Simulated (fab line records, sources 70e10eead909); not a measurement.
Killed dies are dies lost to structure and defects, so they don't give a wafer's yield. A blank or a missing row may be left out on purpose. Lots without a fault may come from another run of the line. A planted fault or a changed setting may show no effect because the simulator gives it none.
Which tool did it? | flow nand_harc | 6 lots, 18 wafers sampled, at 5 steps of a route of 1159

WHAT THE GAUGES READ, wafer by wafer
NHARC_END_SORT_01.
lot  | measured     | on        | killed_at_array
L449 | day 21 07:10 | prober-01 | 36 39 665

WHICH TOOL RAN EACH LOT (tool, then ch and the chambers of the sampled wafers, then the start)
lot  | NHARC_A_STAIRCASE_STRIP_171          | NHARC_A_STAIRCASE_DESCUM_11        | NHARC_A_STAIRCASE_ETCH_23          | NHARC_A_STAIRCASE_ETCH_25
L443 | plasma_asher-01 ch 0,1, day 11 08:16 | rie_diel-08 ch 2,3, day 11 09:40   | rie_diel-08 ch 0,3, day 11 11:11   | rie_diel-08 ch 1,2,3, no start
L447 | plasma_asher-02 ch 0,1, day 12 06:05 | rie_diel-09 ch 0,2,3, day 12 07:33 | rie_diel-08 ch 0,1,2, day 12 10:50 | rie_diel-08 ch 0,1,2, no start
L449 | plasma_asher-02 ch 0,1, day 12 17:26 | rie_diel-09 ch 0,1, day 12 18:50   | rie_diel-08 ch 0,3, day 12 21:34   | rie_diel-08 ch 1,3, day 21 07:10 or earlier
L457 | plasma_asher-01 ch 0,1, day 14 19:54 | rie_diel-08 ch 0,3, day 14 21:29   | rie_diel-09 ch 0,1,3, day 15 01:09 | rie_diel-09 ch 0,1,3, no start
L461 | plasma_asher-01 ch 0,1, day 15 22:44 | rie_diel-08 ch 0,1,2, day 16 00:15 | rie_diel-08 ch 0,3, day 16 02:24   | rie_diel-08 ch 0,1,2, no start
L464 | plasma_asher-02 ch 0,1, day 16 22:18 | rie_diel-08 ch 0,3, day 16 23:37   | rie_diel-08 ch 0,1, day 17 01:59   | rie_diel-08 ch 0,1,3, no start
- NHARC_A_STAIRCASE_STRIP_171: strips in O2.
- NHARC_A_STAIRCASE_DESCUM_11: chemistry O2, time 3 s.
- NHARC_A_STAIRCASE_ETCH_23: etches the open film in C4F8/O2, target depth 100 nm, time 40.5 s.
- NHARC_A_STAIRCASE_ETCH_25: etches the open film in C4F8/O2, target depth 100 nm, time 40.5 s.

THE ANSWER, worked out from the rows above alone
Rule: what is usual is taken from the lots themselves. Put in order of their means at a reading, lots are off if they are a third of the lots or fewer, leave a main group of 4 or more, and stand apart from it by a gap of 3 or more times the standard deviation of the main group's means; of several such gaps the widest counts. A main group whose means are all the same, to the digits that the tables above print for the reading, isn't used. A lot without any number at a reading at which 4 lots or more have one is off too. The other lots that the step has rows for count as sound.
No lot is off at any reading shown: from this, nothing can be told.

WHAT THE SIMULATOR HAD PUT IN
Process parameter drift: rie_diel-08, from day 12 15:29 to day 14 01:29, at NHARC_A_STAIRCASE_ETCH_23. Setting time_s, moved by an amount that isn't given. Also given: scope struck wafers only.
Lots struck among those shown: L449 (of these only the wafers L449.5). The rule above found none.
